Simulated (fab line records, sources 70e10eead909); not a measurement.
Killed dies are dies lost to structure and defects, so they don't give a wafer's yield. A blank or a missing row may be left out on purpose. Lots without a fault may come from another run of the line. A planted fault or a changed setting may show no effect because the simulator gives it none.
Problem report in the 8D (eight disciplines) form, filled by code | flow nand_harc | the parts of the form that need people (team, actions taken, sign-off) are left out

1. THE PROBLEM
cd_nm at NHARC_P_CONTACT_CD_MEAS_12 reads a mean of 84.2 nm on 2 wafers of 2 lots; wafers without a fault read 90.5 nm with a standard deviation of 0.96. That is -6.6 standard deviations from the usual mean.
The step: target cd 90 nm.
First seen on wafer L229.5, day 8 18:25, on cd_sem-03. The record holds 30 wafers of 10 lots with a number at this step. Rule for "out", or "out of limits": more than 4 standard deviations from the usual mean. The other wafers with a number count as sound.

2. WHAT IT IS AND WHAT IT IS NOT
question                    | is               | is not
which readings at this step | cd_nm            | -
which lots                  | L228, L229       | L217, L219, L233, L234, L237, L238, L239, L240
which wafers of those lots  | L228.5, L229.5   | L228.1, L228.3, L229.2, L229.4
read on which gauges        | cd_sem-03        | cd_sem-01, cd_sem-02
when                        | from day 8 18:25 | up to then (8 sound wafers); but 20 sound wafers of L228, L233, L234, L237, L238, L239, L240 came after

3. SUSPECTS, AND WHAT RULES EACH OUT
Counting: a tool at a process step up to the reading stays a suspect if it ran every lot that is out. Sound lots after the first of them don't rule it out here, since some wafers of a struck lot are sound.
- the gauge at NHARC_P_CONTACT_CD_MEAS_12: kept. All the wafers that are out were read on cd_sem-03, and no step on other tools shows them out.
- rtp_anneal-02 at NHARC_P_GATE_RTA_82 (time 30 s): kept. It ran every lot that is out, first L229 (day 8 16:44); its last sound lot up to then is L217 (day 5 08:27).
- arfi_scanner-02 at NHARC_P_CONTACT_EXPOSE_09 (exposes mask P CA, target cd 90 nm): kept. It ran every lot that is out, first L229 (day 8 18:16); its last sound lot up to then is L219 (day 6 04:35).
Left after counting: rtp_anneal-02 at NHARC_P_GATE_RTA_82, arfi_scanner-02 at NHARC_P_CONTACT_EXPOSE_09, cd_sem-03 at NHARC_P_CONTACT_CD_MEAS_12.

4. THE CAUSE (what the simulator had put in)
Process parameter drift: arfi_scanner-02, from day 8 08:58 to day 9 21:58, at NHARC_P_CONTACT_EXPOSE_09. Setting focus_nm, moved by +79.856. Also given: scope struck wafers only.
Counting left 3 suspects, and this tool is among them.

5. THE CHAIN OF EFFECTS, in route order
Each row: a reading whose mean over the struck wafers that have a number lies more than 3 standard deviations from the usual. Only readings for which the record gives a usual standard deviation are gone through. hours: the time from each lot's start at the first step in this table that gives one to its start at this step, as a median over the lots. sigmas: the change in usual standard deviations.
hours | step                       | reading | usual   | on struck wafers | change | sigmas
0     | NHARC_P_CONTACT_CD_MEAS_12 | cd_nm   | 90.5 nm | 84.2             | -6.3   | -6.6
1     | NHARC_P_CONTACT_CD_MEAS_19 | cd_nm   | 91.0 nm | 84.8             | -6.2   | -3.8
Later measuring or inspecting steps at which every struck wafer that the step has a row for has a number for every such reading, and none has moved that far: NHARC_END_SORT_01.

6. WHAT WOULD HAVE CAUGHT IT SOONER
In this record the first reading out of limits at a measuring or inspecting step was taken at day 8 18:25, 9 hours after the fault began at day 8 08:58.
Of the lots that are out (2), L228 began NHARC_P_CONTACT_EXPOSE_09 on arfi_scanner-02 after day 8 18:25. A hold on the tool at that time would have spared it.
